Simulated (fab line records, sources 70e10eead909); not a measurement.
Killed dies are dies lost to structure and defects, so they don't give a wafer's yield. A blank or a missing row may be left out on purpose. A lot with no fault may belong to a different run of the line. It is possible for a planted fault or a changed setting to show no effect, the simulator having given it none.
Which tool did it? ; flow nand harc ; 12 lots with 36 wafers sampled at 4 steps, on a route of 1302 steps

== WHAT EACH GAUGE READ, for each wafer ==
No reading from a measuring or inspecting step in the record can be judged against a usual standard deviation.

== WHICH TOOL RAN EACH LOT (tool, then ch and the chambers of the sampled wafers, then the start) ==
lot;NHARC_A_STAIRCASE_ETCH_13;NHARC_A_STAIRCASE_ETCH_15;NHARC_A_STAIRCASE_TRIM_18;NHARC_A_STAIRCASE_ETCH_19
L876;rie diel-03 ch 0,1,2, day 15 16:56 or earlier;rie diel-03 ch 0,2,3, day 15 16:56 or earlier;rie diel-03 ch 0,2,3, day 15 16:56 or earlier;rie diel-03 ch 0,2, day 15 16:56
L879;rie diel-11 ch 0,3, day 17 09:48 or earlier;rie diel-11 ch 0,2, day 17 09:48 or earlier;rie diel-11 ch 0,2,3, day 17 09:48 or earlier;rie diel-11 ch 2,3, day 17 09:48
L884;rie diel-11 ch 2,3, day 19 12:19 or earlier;rie diel-11 ch 0,1,3, day 19 12:19 or earlier;rie diel-11 ch 0,1,3, day 19 12:19 or earlier;rie diel-11 ch 0,1,3, day 19 12:19
L887;rie diel-03 ch 0,1, day 20 19:35 or earlier;rie diel-03 ch 0,1,2, day 20 19:35 or earlier;rie diel-03 ch 2,3, day 20 19:35 or earlier;rie diel-03 ch 0,1, day 20 19:35
L888;rie diel-13 ch 0,2, day 21 04:01 or earlier;rie diel-13 ch 0,2, day 21 04:01 or earlier;rie diel-13 ch 0,1, day 21 04:01 or earlier;rie diel-13 ch 0,1,2, day 21 04:01
L892;rie diel-13 ch 2,3, day 22 07:41 or earlier;rie diel-13 ch 0,2, day 22 07:41 or earlier;rie diel-13 ch 1,2,3, day 22 07:41 or earlier;rie diel-13 ch 0,2,3, day 22 07:41
L891;rie diel-11 ch 0,1, day 22 13:56 or earlier;rie diel-11 ch 0,1,3, day 22 13:56 or earlier;rie diel-11 ch 1,2,3, day 22 13:56 or earlier;rie diel-11 ch 0,1, day 22 13:56
L893;rie diel-11 ch 2,3, day 23 03:28 or earlier;rie diel-11 ch 0,2,3, day 23 03:28 or earlier;rie diel-11 ch 0,2,3, day 23 03:28 or earlier;rie diel-11 ch 2,3, day 23 03:28
L894;rie diel-11 ch 0,1, day 23 23:14 or earlier;rie diel-11 ch 2,3, day 23 23:14 or earlier;rie diel-11 ch 0,1, day 23 23:14 or earlier;rie diel-11 ch 0,3, day 23 23:14
L896;rie diel-13 ch 0,2,3, day 24 06:18 or earlier;rie diel-13 ch 1,2,3, day 24 06:18 or earlier;rie diel-13 ch 0,2, day 24 06:18 or earlier;rie diel-13 ch 1,2,3, day 24 06:18
L897;rie diel-11 ch 0,1, day 25 02:07 or earlier;rie diel-11 ch 2,3, day 25 02:07 or earlier;rie diel-11 ch 0,1,3, day 25 02:07 or earlier;rie diel-11 ch 0,1,2, day 25 02:07
L898;rie diel-13 ch 1,2,3, day 25 06:53 or earlier;rie diel-13 ch 1,2,3, day 25 06:53 or earlier;rie diel-13 ch 0,3, day 25 06:53 or earlier;rie diel-13 ch 0,3, day 25 06:53
- NHARC_A_STAIRCASE_ETCH_13: etches the open film in C4F8/O2, target depth 100 nm, time 40.5 s.
- NHARC_A_STAIRCASE_ETCH_15: etches the open film in C4F8/O2, target depth 100 nm, time 40.5 s.
- NHARC_A_STAIRCASE_TRIM_18: chemistry O2, time 211.2 s.
- NHARC_A_STAIRCASE_ETCH_19: etches the open film in C4F8/O2, target depth 100 nm, time 40.5 s.

== AS READ BY THE TOOLS THEMSELVES (means over the sampled wafers that have a number; for cases with no such wafer, the mark the record gives instead) ==
NHARC_A_STAIRCASE_ETCH_13. Usual: oes product au 0.943 a.u., standard deviation 0.013; rf vpp V 895 V, standard deviation 5; run length s 61.8 s, standard deviation 0.44.
lot;tool;oes product au (a.u.);rf vpp V (V);run length s (s);flag
L876;rie diel-03;0.941;894;61.9;
L879;rie diel-11;0.933;890;61.6;
L884;rie diel-11;0.935;892;61.0;
L887;rie diel-03;0.956;891;61.9;
L888;rie diel-13;0.955;898;62.1;
L892;rie diel-13;0.954;897;62.0;
L891;rie diel-11;0.928;904;61.6;
L893;rie diel-11;0.940;891;61.1;
L894;rie diel-11;0.947;903;61.9;
L896;rie diel-13;0.947;897;62.0;
L897;rie diel-11;0.947;904;61.7;
L898;rie diel-13;0.933;896;61.8;

NHARC_A_STAIRCASE_ETCH_15. Usual: oes product au 0.938 a.u., standard deviation 0.01; rf vpp V 894 V, standard deviation 4.6; run length s 61.8 s, standard deviation 0.48.
lot;tool;oes product au (a.u.);rf vpp V (V);run length s (s);flag
L876;rie diel-03;0.928;893;62.0;
L879;rie diel-11;0.932;889;61.5;
L884;rie diel-11;0.939;900;62.0;
L887;rie diel-03;0.944;894;62.3;
L888;rie diel-13;0.954;897;62.1;
L892;rie diel-13;0.943;897;61.8;
L891;rie diel-11;0.922;899;61.9;
L893;rie diel-11;0.935;896;61.4;
L894;rie diel-11;0.930;892;61.0;
L896;rie diel-13;0.934;895;61.8;
L897;rie diel-11;0.947;890;61.4;
L898;rie diel-13;0.928;896;62.0;

NHARC_A_STAIRCASE_TRIM_18. Usual: drypump motor current A 5.6 A, standard deviation 0.38; oes product au 0.995 a.u., standard deviation 0.01; rf vpp V 57.8 V, standard deviation 0.84; showerhead plenum p Torr 3.50 Torr, standard deviation 0.13; throttle valve pct 17.037 %, standard deviation 0.0095.
lot;tool;drypump motor current A (A);oes product au (a.u.);rf vpp V (V);showerhead plenum p Torr (Torr);throttle valve pct (%);flag
L876;rie diel-03;5.9;0.992;57.4;3.46;17.034;
L879;rie diel-11;5.8;0.989;57.1;3.37;17.034;
L884;rie diel-11;5.6;0.992;58.0;3.64;17.042;
L887;rie diel-03;5.9;0.992;57.4;3.42;17.037;
L888;rie diel-13;5.7;0.989;58.6;3.47;17.036;
L892;rie diel-13;5.5;0.993;58.4;3.53;17.037;
L891;rie diel-11;5.6;0.987;57.3;3.50;17.035;
L893;rie diel-11;5.8;0.988;57.6;3.53;17.034;
L894;rie diel-11;5.7;1.001;58.3;3.73;17.037;
L896;rie diel-13;5.2;0.996;57.3;3.58;17.037;
L897;rie diel-11;5.6;0.984;58.2;3.61;17.034;
L898;rie diel-13;5.4;1.006;57.8;3.53;17.036;

NHARC_A_STAIRCASE_ETCH_19. Usual: oes product au 0.940 a.u., standard deviation 0.01; rf vpp V 895 V, standard deviation 5; run length s 61.8 s, standard deviation 0.45.
lot;tool;oes product au (a.u.);rf vpp V (V);run length s (s);flag
L876;rie diel-03;0.947;894;62.0;
L879;rie diel-11;0.943;893;61.1;
L884;rie diel-11;0.933;899;59.9;OFF
L887;rie diel-03;0.940;891;62.1;
L888;rie diel-13;0.949;896;61.8;
L892;rie diel-13;0.932;897;62.1;
L891;rie diel-11;0.939;904;61.6;
L893;rie diel-11;0.936;890;61.3;
L894;rie diel-11;0.952;895;61.3;
L896;rie diel-13;0.930;896;61.7;
L897;rie diel-11;0.945;900;61.7;
L898;rie diel-13;0.924;897;61.9;

== THE ANSWER, worked out from the rows above alone ==
Rule: a lot counts as off when the mean over its wafers that have a number is more than 3 standard deviations away from the usual mean. Also off: a lot with no number at a reading for which 4 or more lots have one. Any other lot the step has rows for is counted as sound. The gauges are gone through in route order, then the tools' own readings, and for those a lot's mean is taken as printed above. At the first step where some lot is off, the reading lying furthest off is the one used; lots without a number count as furthest.
Off: L884 (NHARC_A_STAIRCASE_ETCH_19, run length s).
If a tool, at that step or one of the process steps before it, ran each lot that is off and ran no sound lot following the first of them, it fits. NHARC_A_STAIRCASE_ETCH_13 gives no start for some lots, so the hours and the order of its lots are those of NHARC_A_STAIRCASE_ETCH_19. NHARC_A_STAIRCASE_ETCH_15 gives no start for some lots, so the hours and the order of its lots are those of NHARC_A_STAIRCASE_ETCH_19. NHARC_A_STAIRCASE_TRIM_18 gives no start for some lots, so the hours and the order of its lots are those of NHARC_A_STAIRCASE_ETCH_19. Not one of the candidates tried fits.

== WHAT THE SIMULATOR PUT IN ==
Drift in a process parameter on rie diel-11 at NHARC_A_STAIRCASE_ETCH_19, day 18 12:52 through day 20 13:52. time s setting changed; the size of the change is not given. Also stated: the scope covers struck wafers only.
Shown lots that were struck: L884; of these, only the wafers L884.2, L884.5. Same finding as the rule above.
